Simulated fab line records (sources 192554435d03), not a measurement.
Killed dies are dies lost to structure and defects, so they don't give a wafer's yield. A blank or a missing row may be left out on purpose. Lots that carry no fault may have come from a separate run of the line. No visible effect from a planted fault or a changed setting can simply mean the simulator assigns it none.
Split-lot trial / flow n5_finfet / 21 wafers read from 7 lots, route of 1938 steps

THE SPLIT
At N5_SD_EPI_N_EXPOSE_06 (exposes mask SD N BLK, target cd 120 nm), the setting dose_mj was moved away from the recipe's 39.75 on 8 of the 21 wafers read, by -5.4% to +7.4%. This setting was run at the recipe's value on the other wafers.

FROM THE SPLIT TO THE READING: what the file shows between them, 2 steps
- N5_SD_EPI_N_PEB_07: peb time 60 s
- N5_SD_EPI_N_DEVELOP_08: develop time 30 s

THE READING
At N5_SD_EPI_N_CD_MEAS_09: cd_nm in nanometres, against a target cd of 120 nm. A value of 120.5 nm with a standard deviation of 0.81 nm is what fault-free wafers of this fab line usually give.

wafer=L074.2; tool, chamber at the split=arfi_scanner-03, 0; dose_mj as run=38.12; against the recipe=-4.1%; cd_nm, nm=115.8; against lot-mates on the recipe=-4.8
wafer=L074.3; tool, chamber at the split=arfi_scanner-03, 0; dose_mj as run=39.75; against the recipe=recipe; cd_nm, nm=120.6; against lot-mates on the recipe=-
wafer=L074.6; tool, chamber at the split=arfi_scanner-03, 0; dose_mj as run=39.75; against the recipe=recipe; cd_nm, nm=120.6; against lot-mates on the recipe=-
wafer=L076.1; tool, chamber at the split=arfi_scanner-03, 0; dose_mj as run=39.75; against the recipe=recipe; cd_nm, nm=120.7; against lot-mates on the recipe=-
wafer=L076.3; tool, chamber at the split=arfi_scanner-03, 0; dose_mj as run=42.26; against the recipe=+6.3%; cd_nm, nm=125.4; against lot-mates on the recipe=+4.5
wafer=L076.5; tool, chamber at the split=arfi_scanner-03, 0; dose_mj as run=39.75; against the recipe=recipe; cd_nm, nm=121.2; against lot-mates on the recipe=-
wafer=L077.1; tool, chamber at the split=arfi_scanner-03, 0; dose_mj as run=39.75; against the recipe=recipe; cd_nm, nm=122.4; against lot-mates on the recipe=-
wafer=L077.3; tool, chamber at the split=arfi_scanner-03, 0; dose_mj as run=39.75; against the recipe=recipe; cd_nm, nm=120.4; against lot-mates on the recipe=-
wafer=L077.5; tool, chamber at the split=arfi_scanner-03, 0; dose_mj as run=38.51; against the recipe=-3.1%; cd_nm, nm=119.3; against lot-mates on the recipe=-2.1
wafer=L087.3; tool, chamber at the split=arfi_scanner-01, 0; dose_mj as run=39.75; against the recipe=recipe; cd_nm, nm=120.4; against lot-mates on the recipe=-
wafer=L087.4; tool, chamber at the split=arfi_scanner-01, 0; dose_mj as run=39.75; against the recipe=recipe; cd_nm, nm=121.6; against lot-mates on the recipe=-
wafer=L087.6; tool, chamber at the split=arfi_scanner-01, 0; dose_mj as run=39.75; against the recipe=recipe; cd_nm, nm=121.4; against lot-mates on the recipe=-
wafer=L089.2; tool, chamber at the split=arfi_scanner-01, 0; dose_mj as run=42.07; against the recipe=+5.8%; cd_nm, nm=124.6; against lot-mates on the recipe=+3.4
wafer=L089.4; tool, chamber at the split=arfi_scanner-01, 0; dose_mj as run=42.07; against the recipe=+5.8%; cd_nm, nm=124.6; against lot-mates on the recipe=+3.4
wafer=L089.6; tool, chamber at the split=arfi_scanner-01, 0; dose_mj as run=39.75; against the recipe=recipe; cd_nm, nm=121.2; against lot-mates on the recipe=-
wafer=L090.2; tool, chamber at the split=arfi_scanner-02, 0; dose_mj as run=37.61; against the recipe=-5.4%; cd_nm, nm=117.0; against lot-mates on the recipe=-3.4
wafer=L090.4; tool, chamber at the split=arfi_scanner-02, 0; dose_mj as run=37.61; against the recipe=-5.4%; cd_nm, nm=115.8; against lot-mates on the recipe=-4.6
wafer=L090.5; tool, chamber at the split=arfi_scanner-02, 0; dose_mj as run=39.75; against the recipe=recipe; cd_nm, nm=120.4; against lot-mates on the recipe=-
wafer=L091.1; tool, chamber at the split=arfi_scanner-03, 0; dose_mj as run=39.75; against the recipe=recipe; cd_nm, nm=120.0; against lot-mates on the recipe=-
wafer=L091.2; tool, chamber at the split=arfi_scanner-03, 0; dose_mj as run=42.69; against the recipe=+7.4%; cd_nm, nm=125.6; against lot-mates on the recipe=+5.6
wafer=L091.3; tool, chamber at the split=arfi_scanner-03, 0; dose_mj as run=39.75; against the recipe=recipe; cd_nm, nm=119.9; against lot-mates on the recipe=-

FIT RESULTS
A straight line over all 21 wafers: cd_nm changes by +0.739 nm for each +1% of dose_mj; r = +0.96; the points scatter about the line by 0.79 nm.
The same after taking each lot's own level away (the mean of its wafers on the recipe; 21 wafers): +0.728 nm for each +1%; r = +0.97; scatter 0.65 nm.
That fit puts the effect of the largest move of dose_mj on the reading at 5.4 nm.
From 119.95 to 121.40 nm: that is the span of the lots' own levels, equal to 1.8 times the standard deviation above.
Hence the lot-to-lot level has little effect on the slope; both slopes agree.
Check: +5.08 nm against its lot-mates is what the line predicts for one of the wafers moved furthest among these (+7.4%) when that wafer is left out of the fit. It came out at +5.65 nm against them.

FURTHER SPLITS ON THESE WAFERS
These wafers also went through other splits before the reading. Each is held against what the fit with the lots' levels taken away leaves over:
other split on the same wafers=N5_WELL_APT_COAT_02 spin_rpm; wafers away from the commonest value=3; r with cd_nm (lot level and that fit taken away)=+0.08
other split on the same wafers=N5_PMOS_HMC_CHANNEL_EPI_COAT_03 spin_rpm; wafers away from the commonest value=8; r with cd_nm (lot level and that fit taken away)=+0.20
other split on the same wafers=N5_PMOS_HMC_CHANNEL_EPI_PEB_07 peb_time_s; wafers away from the commonest value=5; r with cd_nm (lot level and that fit taken away)=-0.16
other split on the same wafers=N5_FIN_SAQP_PEB_14 peb_time_s; wafers away from the commonest value=7; r with cd_nm (lot level and that fit taken away)=-0.36

THE WHOLE CHAIN: every reading that the file lists as answering this split, in the file's order
step=N5_SD_EPI_N_CD_MEAS_09; what it does=target cd 120 nm; reading=cd_nm; change (the file's fit)=+0.75 nm for each +1% of the setting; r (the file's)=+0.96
step=N5_SD_EPI_N_DESCUM_14; what it does=chemistry O2, time 7.9 s; reading=SD_EPI_N.cd_nm (the simulator's own value, which no gauge read); change (the file's fit)=+0.722 nm for each +1% of the setting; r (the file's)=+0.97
step=N5_SD_EPI_N_ETCH_34; what it does=etches SiARC in CF4, target depth 45.5 nm, time 75.8 s; reading=SD_EPI_N.cd_nm (the simulator's own value, which no gauge read); change (the file's fit)=+0.743 nm for each +1% of the setting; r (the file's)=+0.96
step=N5_SD_EPI_N_ETCH_35; what it does=etches SOC in N2/H2, overetch 108 nm, time 486 s; reading=SD_EPI_N.cd_nm (the simulator's own value, which no gauge read); change (the file's fit)=+0.829 nm for each +1% of the setting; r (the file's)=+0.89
step=N5_SD_EPI_N_ETCHBACK_44; what it does=etches SiNx in CH3F/O2, stops on SiO2, target depth 14.5 nm; reading=SD_EPI_N.cd_nm (the simulator's own value, which no gauge read); change (the file's fit)=+0.812 nm for each +1% of the setting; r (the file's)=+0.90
step=N5_SD_EPI_N_ETCH_16; what it does=etches SiO2 in CHF3/O2, target depth 5 nm; reading=SD_EPI_N.cd_nm (the simulator's own value, which no gauge read); change (the file's fit)=+0.803 nm for each +1% of the setting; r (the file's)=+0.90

FILE'S OWN FIT
cd_nm changes by +0.75 nm for each +1% of dose_mj, r = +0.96.
